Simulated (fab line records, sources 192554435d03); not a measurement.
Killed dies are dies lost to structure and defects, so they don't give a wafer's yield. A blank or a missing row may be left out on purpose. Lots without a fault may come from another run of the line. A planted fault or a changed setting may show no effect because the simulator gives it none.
fab line records | flow n5_finfet
record lots=9 wafers=27 last_day=18
route steps=1938 shown BEOL_M8@1349 PASSIVATION@1936
lots that met no fault: from a run of the same line without faults
start_h: hours from the record's first day to the start of the lot's first wafer shown | wait_h: hours since the lot's step before | " the same as in the row above | L1.1+2: a row that stands for several wafers | - no value, or no start given | * or withheld: withheld | < > ~ a bound
route shown NAME@n: a module of which the file shows steps, and the number in the route of the first | usual: mean/standard deviation of fault-free wafers | same: alike in all rows | chamber/n: place in a boat | sites: the reading at each site | _std_site: their standard deviation | _edge_site: outer sites' mean less inner sites' | radius_mm: how far each site lies from the wafer's centre | mask NAME#n: copy n | behind: the tool/chamber that last shaped the wafer | hold: why the lot was held/for how many hours/how that ended | device: the transistor (n, p or np) that didn't switch | end of line: the same wafers' tests at the end of the route | a step without rows: its recipe alone | killed: dies lost to structure and defects at the first sort, not the wafer's yield | map: a wafer's dies, x killed, . not, _ none there
set.NAME: the setting as run; set.NAME@STEP: as run at that earlier step | model.NAME: the simulator's own value behind a step, which no gauge read
steps of the route over a sample of lots; a table a step, a row a wafer
services: from which hour (start_h, from the record's first day; less than 0 if before it) a tool's chamber was out of use, for how many hours, and why
## steps
# step N5_BEOL_M8_ETCH_61
# recipe chemistry=CF4 target=SiARC target_depth_a=455 mask_material=CAR-ArF time_s=75.8 ion_energy_ev=80 pressure_mtorr=40 source_w=545 bias_w=36 Ar_flow_sccm=100 cf4_flow_sccm=100 ends=cleared
# usual drypump_motor_current_A=5.7/0.4 etch_rf_on_time_s=75.6/2.1 mfc_ar_sccm=100.03/0.29 oes_product_au=0.69/0.086 rf_fwd_power_W=539.0/2.1 rf_vpp_V=184.0/1.3 showerhead_plenum_p_Torr=2.13/0.087 throttle_valve_pct=15.47/0.23
# columns lot.wafer tool chamber start_h wait_h drypump_motor_current_A etch_rf_on_time_s mfc_ar_sccm oes_product_au rf_fwd_power_W rf_hours_counter_h rf_vpp_V showerhead_plenum_p_Torr throttle_valve_pct
L124.1 rie_diel-04 2 209.79 0.0 5.8 76.5 99.88 0.61 537.5 190 183.2 2.20 15.74
L124.4 " 3 " " 5.3 74.2 100.26 0.74 540.9 - 182.2 2.09 15.18
L124.5 " 3 " " 5.3 73.8 100.21 0.74 538.2 - 183.4 2.09 15.17
L131.2 rie_diel-05 3 245.65 0.0 5.6 76.4 100.10 0.83 538.1 5 182.8 2.12 15.47
L131.4 " 2 " " 5.1 78.0 99.69 0.58 540.6 235 185.1 2.22 15.68
L131.6 " 3 " " 5.6 76.7 100.01 0.82 538.6 - 183.7 2.12 15.44
L132.2 rie_diel-04 2 251.21 0.0 5.8 77.3 99.83 0.60 538.8 208 185.3 2.19 15.77
L132.3 " 3 " " 5.3 74.4 99.87 0.72 542.9 64 182.7 2.08 15.20
L132.4 " 1 " " 5.2 79.0 100.27 0.59 540.2 215 182.1 2.04 15.44
L135.1 rie_diel-04 0 278.76 0.0 5.6 77.2 100.03 0.78 538.4 20 184.0 2.28 15.19
L135.4 " 2 " " 5.7 76.7 99.70 0.59 536.8 217 183.4 2.19 15.78
L135.5 " 0 " " 5.6 77.9 100.35 0.78 538.5 - 186.4 2.28 15.18
L141.1 rie_diel-05 0 318.49 0.0 5.7 76.1 99.97 0.74 541.1 37 184.1 2.27 15.43
L141.4 " 1 " " 6.1 75.3 100.00 0.68 535.8 98 184.2 2.08 15.37
L141.6 " 1 " " 6.0 75.1 100.61 0.68 536.5 - 184.0 2.08 15.35
L142.2 rie_diel-04 0 333.72 0.0 5.6 77.1 100.11 0.74 540.4 39 184.6 2.27 15.20
L142.4 " 3 " " 5.4 74.6 100.37 0.70 538.9 91 183.7 2.07 15.26
L142.5 " 3 " " 5.3 74.8 99.56 0.69 542.0 - 184.2 2.07 15.26
L143.3 rie_diel-04 1 342.14 0.0 5.2 77.9 99.78 0.57 536.2 248 183.1 2.03 15.50
L143.5 " 1 " " 5.2 78.4 100.11 0.57 537.8 - 182.9 2.03 15.50
L143.6 " 2 " " 5.8 76.6 99.80 0.59 534.4 - 183.5 2.19 15.81
L144.1 rie_diel-06 0 350.11 0.0 6.6 76.6 100.04 0.73 538.5 47 182.4 2.11 15.62
L144.4 " 0 " " 6.6 77.3 100.38 0.72 538.7 - 183.9 2.11 15.62
L144.5 " 1 " " 6.0 71.8 100.22 0.76 538.0 - 184.1 2.08 15.60
L145.1 rie_diel-06 0 364.98 0.0 6.6 76.4 99.91 0.73 533.2 53 183.9 2.11 15.66
L145.5 " 2 " " 5.4 75.5 100.00 0.82 538.3 - 185.9 2.26 15.32
L145.6 " 1 " " 6.0 71.6 99.96 0.76 538.0 - 185.0 2.08 15.61
# step N5_BEOL_M8_OVL_MEAS_29
# recipe points_per_wafer=522
# usual V7_OVL=0.1/0.75
# columns lot.wafer tool chamber start_h wait_h V7_OVL[nm]
L124.1 overlay-01 0 212.59 0.0 0.2
L124.4 " 0 " " 0.5
L124.5 " 0 " " -0.4
L131.2 overlay-01 0 246.47 0.0 0.2
L131.4 " 0 " " -0.1
L131.6 " 0 " " 0.4
L132.2 overlay-02 0 252.23 0.0 -0.4
L132.3 " 0 " " 0.6
L132.4 " 0 " " -0.3
L135.1 overlay-01 0 281.78 0.0 -0.5
L135.4 " 0 " " -0.3
L135.5 " 0 " " -0.2
L141.1 overlay-02 0 320.16 0.0 0.2
L141.4 " 0 " " -0.2
L141.6 " 0 " " 0.4
L142.2 overlay-01 0 336.52 0.0 -1.0
L142.4 " 0 " " -0.4
L142.5 " 0 " " -1.1
L143.3 overlay-02 0 344.42 0.0 -1.1
L143.5 " 0 " " -0.6
L143.6 " 0 " " -0.5
L144.1 overlay-01 0 353.65 0.0 0.3
L144.4 " 0 " " 0.3
L144.5 " 0 " " 0.2
L145.1 overlay-01 0 367.73 0.0 0.8
L145.5 " 0 " " 0.9
L145.6 " 0 " " 0.6
# step N5_BEOL_M8_TRENCH_ETCH_37
# recipe chemistry=C4F6/O2 target_depth_a=934.78 target=SiCOH_lowk time_s=31.2 ion_energy_ev=250 pressure_mtorr=30 source_w=345 bias_w=185 Ar_flow_sccm=300 C4F6_flow_sccm=10 O2_flow_sccm=10
# usual drypump_motor_current_A=5.7/0.45 mfc_ar_sccm=300.0/0.92 oes_product_au=0.81/0.11 rf_fwd_power_W=339.6/1.4 rf_vpp_V=660/15 showerhead_plenum_p_Torr=2.83/0.13 throttle_valve_pct=20.77/0.19
# columns lot.wafer tool chamber start_h wait_h drypump_motor_current_A mfc_ar_sccm oes_product_au rf_fwd_power_W rf_hours_counter_h rf_vpp_V showerhead_plenum_p_Torr throttle_valve_pct
L124.1 rie_diel-06 1 213.46 - 6.0 300.5 0.69 339.6 251 667 2.77 21.16
L124.4 " 1 " " 6.0 299.7 0.69 340.0 - 667 2.77 21.15
L124.5 " 3 " " 6.5 300.1 0.86 341.9 - 629 2.73 20.60
L131.2 rie_diel-04 0 246.83 - 5.6 301.4 0.89 255.5 9 764 3.06 20.63
L131.4 " 3 " " 5.3 297.7 0.81 258.5 62 757 2.80 20.63
L131.6 " 0 " " 5.6 299.9 0.89 256.1 - 763 3.06 20.61
L132.2 rie_diel-04 1 252.58 - 5.3 300.0 0.65 256.6 215 752 2.69 20.44
L132.3 " 0 " " 5.6 299.7 0.87 256.1 11 763 3.06 20.63
L132.4 " 2 " " 5.8 299.4 0.66 255.6 209 747 2.92 21.01
L135.1 rie_diel-06 2 282.14 - 5.4 299.3 0.67 338.9 238 687 2.66 20.87
L135.4 " 1 " " 6.0 299.8 0.96 338.7 11 668 2.76 20.77
L135.5 " 3 " " 6.5 300.3 0.84 340.6 - 630 2.72 20.62
L141.1 rie_diel-06 2 320.53 - 5.4 300.1 0.67 340.2 246 687 2.66 20.88
L141.4 " 1 " " 6.0 301.2 0.92 340.3 26 665 2.76 20.79
L141.6 " 1 " " 6.0 302.6 0.92 339.2 - 668 2.76 20.77
L142.2 rie_diel-04 0 336.91 - 5.6 299.9 0.88 339.1 41 663 3.04 20.69
L142.4 " 3 " " 5.3 298.8 0.81 341.2 92 656 2.78 20.68
L142.5 " 0 " " 5.6 300.4 0.87 339.1 - 663 3.04 20.68
L143.3 rie_diel-04 2 345.07 - 5.8 298.8 0.68 336.8 236 649 2.91 21.08
L143.5 " 1 " " 5.2 299.6 0.66 340.1 - 650 2.68 20.51
L143.6 " 2 " " 5.8 300.7 0.68 337.8 - 649 2.91 21.09
L144.1 rie_diel-04 1 354.01 - 5.2 301.7 0.66 339.2 253 652 2.67 20.52
L144.4 " 1 " " 5.2 300.9 0.66 339.6 - 651 2.67 20.52
L144.5 " 2 " " 5.8 298.5 0.68 338.9 - 649 2.91 21.08
L145.1 rie_diel-06 1 368.11 - 6.0 300.6 0.88 340.2 48 667 2.75 20.82
L145.5 " 1 " " 6.0 300.3 0.88 338.5 - 667 2.75 20.82
L145.6 " 0 " " 6.6 299.9 0.84 338.6 - 655 2.79 20.97
# step N5_BEOL_M8_OCD_MEAS_38
# usual trench_depth_nm=93.1/2.4
# columns lot.wafer tool chamber start_h wait_h trench_depth_nm
L124.1 ocd-02 - 213.62 - 97.0
L124.4 " - " " 95.1
L124.5 " - " " 96.9
L131.2 ocd-01 - 246.99 - 83.8
L131.4 " - " " 85.7
L131.6 " - " " 83.6
L132.2 ocd-02 - 252.74 - 81.3
L132.3 " - " " 83.0
L132.4 " - " " 83.1
L135.1 ocd-01 - 282.30 - 91.0
L135.4 " - " " 99.3
L135.5 " - " " 96.9
L141.1 ocd-01 - 320.69 - 90.6
L141.4 " - " " 96.8
L141.6 " - " " 97.7
L142.2 ocd-02 - 337.07 - 91.8
L142.4 " - " " 93.6
L142.5 " - " " 91.9
L143.3 ocd-02 - 345.23 - 90.7
L143.5 " - " " 89.5
L143.6 " - " " 91.7
L144.1 ocd-01 - 354.17 - 89.2
L144.4 " - " " 89.8
L144.5 " - " " 92.1
L145.1 ocd-02 - 368.26 - 96.2
L145.5 " - " " 97.4
L145.6 " - " " 92.7
# step N5_BEOL_M8_CURE_75
# recipe temp_c=370 time_s=120 ambient=DMADMS/He material=SiCOH_lowk
# usual lamp_power_pct=52.31/0.061 wafer_temp_C_max=371.8/0.57
# columns lot.wafer tool chamber start_h wait_h lamp_power_pct wafer_temp_C_max
L124.1 uv_cure-01 1 213.82 0.0 52.34 372.6
L124.4 " 1 " " 52.38 372.5
L124.5 " 1 " " 52.36 372.6
L131.2 uv_cure-02 0 247.23 0.1 52.27 372.1
L131.4 " 0 " " 52.23 372.4
L131.6 " 0 " " 52.35 372.4
L132.2 uv_cure-02 1 252.99 0.1 52.31 371.9
L132.3 " 1 " " 52.37 371.9
L132.4 " 1 " " 52.35 371.3
L135.1 uv_cure-02 0 282.49 0.0 52.37 372.6
L135.4 " 0 " " 52.39 371.9
L135.5 " 0 " " 52.47 371.8
L141.1 uv_cure-02 0 320.89 0.0 52.36 372.7
L141.4 " 0 " " 52.14 371.5
L141.6 " 0 " " 52.34 372.2
L142.2 uv_cure-03 1 337.32 0.1 52.22 371.8
L142.4 " 1 " " 52.29 371.1
L142.5 " 1 " " 52.27 371.4
L143.3 uv_cure-03 0 345.52 0.1 52.31 371.4
L143.5 " 0 " " 52.33 370.7
L143.6 " 0 " " 52.21 371.0
L144.1 uv_cure-02 2 354.37 0.0 52.31 372.6
L144.4 " 2 " " 52.31 372.0
L144.5 " 2 " " 52.37 371.7
L145.1 uv_cure-02 2 368.56 0.1 52.28 372.4
L145.5 " 2 " " 52.24 371.7
L145.6 " 2 " " 52.27 372.0
# step N5_BEOL_M8_THK_MEAS_53
# recipe thk_meas_gauge=xrf reads=Cu_of_BEOL_M8_ECD_50
# usual M8_THK=81/3
# columns lot.wafer tool chamber start_h wait_h M8_THK[nm]
L124.1 film_metro-01 - 216.19 - 86
L124.4 " - " " 84
L124.5 " - " " 84
L131.2 film_metro-02 - 249.19 - 73
L131.4 " - " " 74
L131.6 " - " " 74
L132.2 film_metro-02 - 257.16 - 68
L132.3 " - " " 72
L132.4 " - " " 70
L135.1 film_metro-01 - 285.49 - 77
L135.4 " - " " 87
L135.5 " - " " 82
L141.1 film_metro-02 - 322.91 - 80
L141.4 " - " " 86
L141.6 " - " " 86
L142.2 film_metro-02 - 340.83 - 81
L142.4 " - " " 81
L142.5 " - " " 80
L143.3 film_metro-02 - 347.70 - 77
L143.5 " - " " 78
L143.6 " - " " 79
L144.1 film_metro-01 - 356.93 - 78
L144.4 " - " " 80
L144.5 " - " " 81
L145.1 film_metro-02 - 371.81 - 83
L145.5 " - " " 85
L145.6 " - " " 81
# step N5_BEOL_M8_RS_MEAS_57
# recipe thk_meas_gauge=four-point-probe reads=Cu_of_BEOL_M8_ECD_50+Co_of_BEOL_M8_CVD_78+TaN_of_BEOL_M8_ALD_77
# usual M8_RS=0.286/0.012
# columns lot.wafer tool chamber start_h wait_h M8_RS[ohm/sq]
L124.1 film_metro-01 - 216.33 0.1 0.269
L124.4 " - " " 0.277
L124.5 " - " " 0.274
L131.2 film_metro-01 - 249.32 0.1 0.323
L131.4 " - " " 0.320
L131.6 " - " " 0.320
L132.2 film_metro-01 - 257.29 0.1 0.348
L132.3 " - " " 0.327
L132.4 " - " " 0.337
L135.1 film_metro-02 - 285.62 0.1 0.305
L135.4 " - " " 0.263
L135.5 " - " " 0.283
L141.1 film_metro-02 - 323.04 0.1 0.290
L141.4 " - " " 0.267
L141.6 " - " " 0.266
L142.2 film_metro-02 - 340.96 0.1 0.287
L142.4 " - " " 0.285
L142.5 " - " " 0.289
L143.3 film_metro-02 - 347.86 0.1 0.300
L143.5 " - " " 0.296
L143.6 " - " " 0.291
L144.1 film_metro-02 - 357.06 0.1 0.302
L144.4 " - " " 0.293
L144.5 " - " " 0.289
L145.1 film_metro-01 - 371.94 0.1 0.275
L145.5 " - " " 0.268
L145.6 " - " " 0.285
# step N5_PASSIVATION_PROBE_49
# usual defect_limited_yield=91.1/1.5 killed_at_M0_to_M3=37/11 killed_at_M4_up=13/5.6 killed_at_contacts=12/5.6 killed_at_front_end=39/11 killed_at_other=4/3.1 killed_dies=105/18 killed_open=69/13 killed_short=35/7.4 sort_bin_4_leakage=0.00/0.022 sort_bin_5_function=5.1/0.92 sort_bin_6_memory=3.4/0.76 sort_bin_8_speed=0.02/0.11 sort_n_pass=1075/18 sort_yield_pct=91.1/1.5
# same gross_dies=1180 killed_at_back_side=0
# columns lot.wafer tool chamber start_h wait_h defect_limited_yield[%] killed_at_M0_to_M3 killed_at_M4_up killed_at_contacts killed_at_front_end killed_at_other killed_dies killed_open killed_short sort_bin_4_leakage[%] sort_bin_5_function[%] sort_bin_6_memory[%] sort_bin_8_speed[%] sort_n_pass sort_yield_pct[%]
L124.1 prober-02 - 284.52 0.0 92.2 44 8 13 24 3 92 63 28 0 4.4 3.4 0 1088 92.2
L124.4 prober-02 - 284.67 0.2 90.6 44 19 15 32 1 111 74 37 0 5.4 3.8 0 1069 90.6
L124.5 prober-02 - 284.72 0.2 90.4 42 8 20 35 8 113 70 43 0 5.5 3.4 0 1067 90.4
L131.2 prober-01 - 315.89 0.1 88.9 47 8 16 53 7 131 82 47 0.25 5.9 4.6 0 1046 88.6
L131.4 prober-01 - 315.99 0.2 89.7 44 11 15 46 5 121 86 34 0 6.0 3.8 0 1059 89.7
L131.6 prober-01 - 316.09 0.3 90.8 37 4 10 50 8 109 54 54 0 5.6 2.9 0 1071 90.8
L132.2 prober-02 - 326.44 0.1 90.1 35 20 15 41 6 117 70 38 0 5.5 3.1 0 1063 90.1
L132.3 prober-02 - 326.49 0.1 88.6 54 13 16 39 12 134 101 32 0 6.7 4.4 0 1046 88.6
L132.4 prober-02 - 326.54 0.2 90.3 41 18 14 38 4 115 73 40 0 5.9 3.6 0 1065 90.3
L135.1 prober-01 - 354.93 0.0 91.3 30 17 9 39 8 103 64 39 0 5.7 2.7 0 1077 91.3
L135.4 prober-01 - 355.08 0.2 93.4 24 12 10 28 4 78 46 32 0 3.9 2.4 0.17 1100 93.2
L135.5 prober-01 - 355.13 0.2 93.9 18 16 13 22 3 72 51 21 0 3.6 2.2 0 1108 93.9
L141.1 prober-02 - 391.82 0.0 87.7 68 7 11 53 6 145 104 41 0 7.5 4.2 0 1035 87.7
L141.4 prober-02 - 391.97 0.2 88.2 48 21 14 51 5 139 94 43 0 7.5 3.6 0 1041 88.2
L141.6 prober-02 - 392.07 0.3 90.8 42 22 7 37 0 108 71 37 0 5.8 2.8 0 1072 90.8
L142.2 prober-02 - 406.93 0.1 91.1 32 33 9 30 1 105 67 34 0 5.3 3.3 0 1075 91.1
L142.4 prober-02 - 407.03 0.2 90.9 38 20 9 37 3 107 77 29 0 5.9 3.1 0 1073 90.9
L142.5 prober-02 - 407.08 0.2 91.4 44 20 4 27 6 101 68 32 0 5.1 3.3 0 1079 91.4
L143.3 prober-01 - 413.73 0.1 91.9 36 7 3 44 6 96 70 24 0 4.3 3.6 0 1084 91.9
L143.5 prober-01 - 413.83 0.2 91.7 46 7 10 24 11 98 60 35 0 5.0 3.1 0 1082 91.7
L143.6 prober-01 - 413.88 0.3 91.8 29 17 7 37 7 97 65 29 0 5.4 2.7 0 1083 91.8
L144.1 prober-02 - 422.67 0.0 88.8 43 14 11 62 2 132 90 42 0 5.9 5.2 0 1048 88.8
L144.4 prober-02 - 422.82 0.2 88.7 47 31 10 45 0 133 91 42 0 5.8 5.0 0 1047 88.7
L144.5 prober-02 - 422.87 0.2 89.3 49 15 5 54 3 126 83 41 0 6.4 3.7 0 1054 89.3
L145.1 prober-02 - 433.20 0.0 90.0 42 13 9 53 1 118 77 41 0 6.6 3.0 0 1062 90.0
L145.5 prober-02 - 433.40 0.2 89.1 52 10 9 56 2 129 86 40 0 5.6 4.8 0 1051 89.1
L145.6 prober-02 - 433.45 0.3 88.1 60 20 10 49 1 140 88 51 0 5.8 5.7 0 1040 88.1
# killed by level:class
L124.1 MOL_CONTACT_COAG:geometric_particle:open=11 BEOL_M2:geometric_particle:open=10 FIN_SAQP:geometric_particle:open=8 BEOL_M0_SAQP:geometric_particle:open=8 BEOL_M1:geometric_particle:open=8 FIN_SAQP:geometric_particle:short=6 BEOL_M0_SAQP:geometric_particle:short=5 BEOL_M0:geometric_particle:open=3
L124.4 BEOL_M0_SAQP:geometric_particle:short=12 BEOL_M0_SAQP:geometric_particle:open=11 MOL_CONTACT_COAG:geometric_particle:open=10 BEOL_M4:geometric_particle:open=7 BEOL_M3:geometric_particle:open=6 DUMMY_GATE:geometric_particle:open=6 BEOL_M1:geometric_particle:open=6 MOL_CONTACT_COAG:geometric_particle:short=5
L124.5 MOL_CONTACT_COAG:geometric_particle:open=15 BEOL_M0_SAQP:geometric_particle:short=12 FIN_SAQP:geometric_particle:open=11 BEOL_M1:geometric_particle:open=8 FIN_SAQP:geometric_particle:short=6 BEOL_M2:geometric_particle:open=6 MOL_CONTACT_COAG:geometric_particle:short=5 MIM_TOP:geometric_particle:open=4
L131.2 FIN_SAQP:geometric_particle:open=16 FIN_SAQP:geometric_particle:short=15 BEOL_M0_SAQP:geometric_particle:open=14 MOL_CONTACT_COAG:geometric_particle:open=13 BEOL_M0_SAQP:geometric_particle:short=10 STI_FIN_REVEAL:geometric_particle:open=9 BEOL_M2:geometric_particle:short=7 BEOL_M2:geometric_particle:open=7
L131.4 FIN_SAQP:geometric_particle:open=14 MOL_CONTACT_COAG:geometric_particle:open=13 BEOL_M0_SAQP:geometric_particle:short=9 FIN_SAQP:geometric_particle:short=8 BEOL_M0_SAQP:geometric_particle:open=8 BEOL_M3:geometric_particle:open=8 STI_FIN_REVEAL:geometric_particle:open=7 STI_FIN_REVEAL:geometric_particle:short=5
L131.6 FIN_SAQP:geometric_particle:short=18 BEOL_M0_SAQP:geometric_particle:open=10 MOL_CONTACT_COAG:geometric_particle:open=8 BEOL_M0_SAQP:geometric_particle:short=8 GATE_CUT:geometric_particle:short=6 FIN_SAQP:geometric_particle:open=5 STI_FIN_REVEAL:geometric_particle:open=5 STARTING-WAFER:geometric_particle:short=5
L132.2 BEOL_M2:geometric_particle:open=12 MOL_CONTACT_COAG:geometric_particle:open=10 FIN_SAQP:geometric_particle:short=9 STI_FIN_REVEAL:geometric_particle:open=9 BEOL_M3:geometric_particle:open=7 HKMG_FIN:area_etch=7 BEOL_M0_SAQP:geometric_particle:short=6 MOL_CONTACT_COAG:geometric_particle:short=5
L132.3 BEOL_M0_SAQP:geometric_particle:open=18 BEOL_M3:geometric_particle:open=17 MOL_CONTACT_COAG:geometric_particle:open=15 FIN_SAQP:geometric_particle:open=8 BEOL_M4:geometric_particle:open=8 STI_FIN_REVEAL:geometric_particle:open=7 BEOL_M0_SAQP:geometric_particle:short=6 BEOL_M1:geometric_particle:open=6
L132.4 BEOL_M3:geometric_particle:open=13 MOL_CONTACT_COAG:geometric_particle:open=9 BEOL_M4:geometric_particle:open=8 BEOL_M0_SAQP:geometric_particle:open=7 BEOL_M1:geometric_particle:open=6 FIN_SAQP:geometric_particle:short=5 MOL_CONTACT_COAG:geometric_particle:short=5 DUMMY_GATE:geometric_particle:short=4
L135.1 FIN_SAQP:geometric_particle:short=10 FIN_SAQP:geometric_particle:open=10 BEOL_M4:geometric_particle:open=10 BEOL_M0_SAQP:geometric_particle:short=8 BEOL_M0_SAQP:geometric_particle:open=6 MOL_CONTACT_COAG:geometric_particle:short=5 BEOL_M3:geometric_particle:open=5 STARTING-WAFER:geometric_particle:open=5
L135.4 MOL_CONTACT_COAG:geometric_particle:open=7 BEOL_M0_SAQP:geometric_particle:open=5 BEOL_M1:geometric_particle:open=5 FIN_SAQP:geometric_particle:short=4 FIN_SAQP:geometric_particle:open=4 BEOL_M0_SAQP:geometric_particle:short=4 BEOL_M5:geometric_particle:open=4 DUMMY_GATE:geometric_particle:open=3
L135.5 MOL_CONTACT_COAG:geometric_particle:open=11 BEOL_M4:geometric_particle:open=7 BEOL_M1:geometric_particle:open=7 STI_FIN_REVEAL:geometric_particle:open=6 BEOL_M0_SAQP:geometric_particle:short=4 FIN_SAQP:geometric_particle:open=3 BEOL_M3:geometric_particle:open=3 BEOL_M6:geometric_particle:open=3
L141.1 STI_FIN_REVEAL:geometric_particle:open=22 BEOL_M1:geometric_particle:open=16 BEOL_M0_SAQP:geometric_particle:short=12 BEOL_M2:geometric_particle:open=11 BEOL_M0_SAQP:geometric_particle:open=10 FIN_SAQP:geometric_particle:open=9 DUMMY_GATE:geometric_particle:open=9 BEOL_M3:geometric_particle:open=9
L141.4 FIN_SAQP:geometric_particle:open=17 BEOL_M0_SAQP:geometric_particle:open=13 BEOL_M0_SAQP:geometric_particle:short=12 DUMMY_GATE:geometric_particle:open=12 MOL_CONTACT_COAG:geometric_particle:open=12 BEOL_M4:geometric_particle:open=10 FIN_SAQP:geometric_particle:short=7 STI_FIN_REVEAL:geometric_particle:open=7
L141.6 BEOL_M4:geometric_particle:open=10 BEOL_M2:geometric_particle:short=9 BEOL_M0_SAQP:geometric_particle:open=8 BEOL_M1:geometric_particle:open=8 FIN_SAQP:geometric_particle:open=7 STI_FIN_REVEAL:geometric_particle:open=7 GATE_CUT:geometric_particle:short=6 MOL_CONTACT_COAG:geometric_particle:open=6
L142.2 BEOL_M4:geometric_particle:open=18 BEOL_M0_SAQP:geometric_particle:short=8 FIN_SAQP:geometric_particle:short=7 FIN_SAQP:geometric_particle:open=7 STI_FIN_REVEAL:geometric_particle:open=7 BEOL_M0_SAQP:geometric_particle:open=7 BEOL_M4:geometric_particle:short=6 MOL_CONTACT_COAG:geometric_particle:open=5
L142.4 BEOL_M1:geometric_particle:open=17 BEOL_M4:geometric_particle:open=15 FIN_SAQP:geometric_particle:short=8 MOL_CONTACT_COAG:geometric_particle:open=6 STI_FIN_REVEAL:geometric_particle:open=6 DUMMY_GATE:geometric_particle:open=6 BEOL_M0_SAQP:geometric_particle:short=5 BEOL_M0_SAQP:geometric_particle:open=5
L142.5 BEOL_M4:geometric_particle:open=10 BEOL_M0_SAQP:geometric_particle:open=9 FIN_SAQP:geometric_particle:open=8 BEOL_M1:geometric_particle:open=8 FIN_SAQP:geometric_particle:short=7 BEOL_M3:geometric_particle:open=7 BEOL_M0_SAQP:geometric_particle:short=6 BEOL_M2:geometric_particle:open=6
L143.3 STI_FIN_REVEAL:geometric_particle:open=13 BEOL_M0_SAQP:geometric_particle:open=11 FIN_SAQP:geometric_particle:short=7 DUMMY_GATE:geometric_particle:open=7 BEOL_M3:geometric_particle:open=7 BEOL_M0_SAQP:geometric_particle:short=6 BEOL_M1:geometric_particle:open=5 STARTING-WAFER:geometric_particle:open=5
L143.5 BEOL_M0_SAQP:geometric_particle:open=15 BEOL_M0_SAQP:geometric_particle:short=9 BEOL_M1:geometric_particle:open=8 MOL_CONTACT_COAG:geometric_particle:open=7 GATE_CUT:geometric_particle:short=5 PAD_METAL:geometric_particle:short=5 BEOL_M4:geometric_particle:open=4 FIN_SAQP:geometric_particle:short=3
L143.6 STI_FIN_REVEAL:geometric_particle:open=16 BEOL_M4:geometric_particle:open=11 BEOL_M0_SAQP:geometric_particle:short=8 FIN_SAQP:geometric_particle:open=6 MOL_CONTACT_COAG:geometric_particle:open=5 BEOL_M0_SAQP:geometric_particle:open=5 BEOL_M2:geometric_particle:open=5 MIM_TOP_ETCH:geometric_particle:open=5
L144.1 STI_FIN_REVEAL:geometric_particle:open=18 FIN_SAQP:geometric_particle:open=16 FIN_SAQP:geometric_particle:short=10 BEOL_M0_SAQP:geometric_particle:open=10 BEOL_M0_SAQP:geometric_particle:short=9 MOL_CONTACT_COAG:geometric_particle:open=8 BEOL_M2:geometric_particle:open=7 STI_FIN_REVEAL:geometric_particle:short=5
L144.4 BEOL_M4:geometric_particle:open=14 BEOL_M0_SAQP:geometric_particle:open=13 FIN_SAQP:geometric_particle:short=11 FIN_SAQP:geometric_particle:open=11 STI_FIN_REVEAL:geometric_particle:open=9 BEOL_M2:geometric_particle:open=8 BEOL_M5:geometric_particle:open=8 MOL_CONTACT_COAG:geometric_particle:open=7
L144.5 FIN_SAQP:geometric_particle:open=17 FIN_SAQP:geometric_particle:short=13 BEOL_M1:geometric_particle:open=11 BEOL_M2:geometric_particle:open=9 BEOL_M0_SAQP:geometric_particle:open=6 BEOL_M3:geometric_particle:open=6 BEOL_M4:geometric_particle:open=6 BEOL_M0_SAQP:geometric_particle:short=5
L145.1 FIN_SAQP:geometric_particle:open=14 BEOL_M0_SAQP:geometric_particle:short=12 BEOL_M0_SAQP:geometric_particle:open=11 FIN_SAQP:geometric_particle:short=9 BEOL_M3:geometric_particle:open=9 STI_FIN_REVEAL:geometric_particle:open=6 DUMMY_GATE:geometric_particle:open=6 GATE_CUT:geometric_particle:short=6
L145.5 FIN_SAQP:geometric_particle:open=18 STI_FIN_REVEAL:geometric_particle:open=13 BEOL_M0_SAQP:geometric_particle:open=13 BEOL_M0_SAQP:geometric_particle:short=13 BEOL_M3:geometric_particle:open=8 FIN_SAQP:geometric_particle:short=7 MOL_CONTACT_COAG:geometric_particle:open=7 BEOL_M2:geometric_particle:open=6
L145.6 BEOL_M0_SAQP:geometric_particle:open=18 FIN_SAQP:geometric_particle:short=12 BEOL_M0_SAQP:geometric_particle:short=12 BEOL_M3:geometric_particle:open=11 BEOL_M1:geometric_particle:open=10 FIN_SAQP:geometric_particle:open=9 STI_FIN_REVEAL:geometric_particle:open=8 BEOL_M4:geometric_particle:open=7
## services
# columns tool chamber start_h hours kind
uv_cure-03 - 192.98 0.3 repair
rie_diel-04 0 205.22 - clean
rie_diel-04 0 205.22 - consumable_replace:focus_ring
rie_diel-04 0 205.22 - consumable_replace:showerhead
rie_diel-04 0 205.22 14.1 scheduled_down
uv_cure-03 - 208.83 2.1 pm
rie_diel-05 3 209.61 4.5 repair
rie_diel-05 0 223.81 5.5 repair
uv_cure-01 - 249.66 0.5 repair
uv_cure-01 - 250.81 0.8 repair
uv_cure-03 - 264.08 1.0 pm
rie_diel-04 - 266.81 2.4 repair
rie_diel-06 - 267.21 0.6 repair
rie_diel-06 - 275.37 4.3 pm
uv_cure-01 - 276.86 1.2 repair
uv_cure-01 - 292.76 14.6 pm
rie_diel-06 2 294.86 13.9 repair
rie_diel-04 2 302.94 7.1 repair
rie_diel-04 2 310.68 4.4 repair
uv_cure-03 - 323.29 7.1 pm
uv_cure-01 - 346.62 11.6 repair
rie_diel-04 3 347.13 14.3 repair
rie_diel-06 3 352.68 16.5 repair
uv_cure-02 - 366.36 2.2 repair
## key
first_sign step=N5_BEOL_M8_TRENCH_ETCH_37 reading=rf_fwd_power_W direction=down sigmas=60 usual=* struck=*
effect step=N5_BEOL_M8_TRENCH_ETCH_37 reading=rf_vpp_V direction=up sigmas=6.5 usual=660 struck=758
effect step=N5_BEOL_M8_OCD_MEAS_38 reading=trench_depth_nm direction=down sigmas=4 usual=93.1 struck=83.4
effect step=N5_BEOL_M8_THK_MEAS_53 reading=M8_THK direction=down sigmas=3 usual=81 struck=72
effect step=N5_BEOL_M8_RS_MEAS_57 reading=M8_RS direction=up sigmas=3.6 usual=0.286 struck=0.329
met_at N5_BEOL_M8_TRENCH_ETCH_37
struck_lots L131,L132
not_acting_at N5_BEOL_M8_ETCH_61,N5_BEOL_M8_OVL_MEAS_29,N5_BEOL_M8_CURE_75
fault kind=process_parameter_drift tool=rie_diel-04 chamber=- onset_h=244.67 steps=N5_BEOL_M8_TRENCH_ETCH_37 channel=source_w offset=-82.8 shape=step end_h=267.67 acts_in=these_recipes_only stated=345
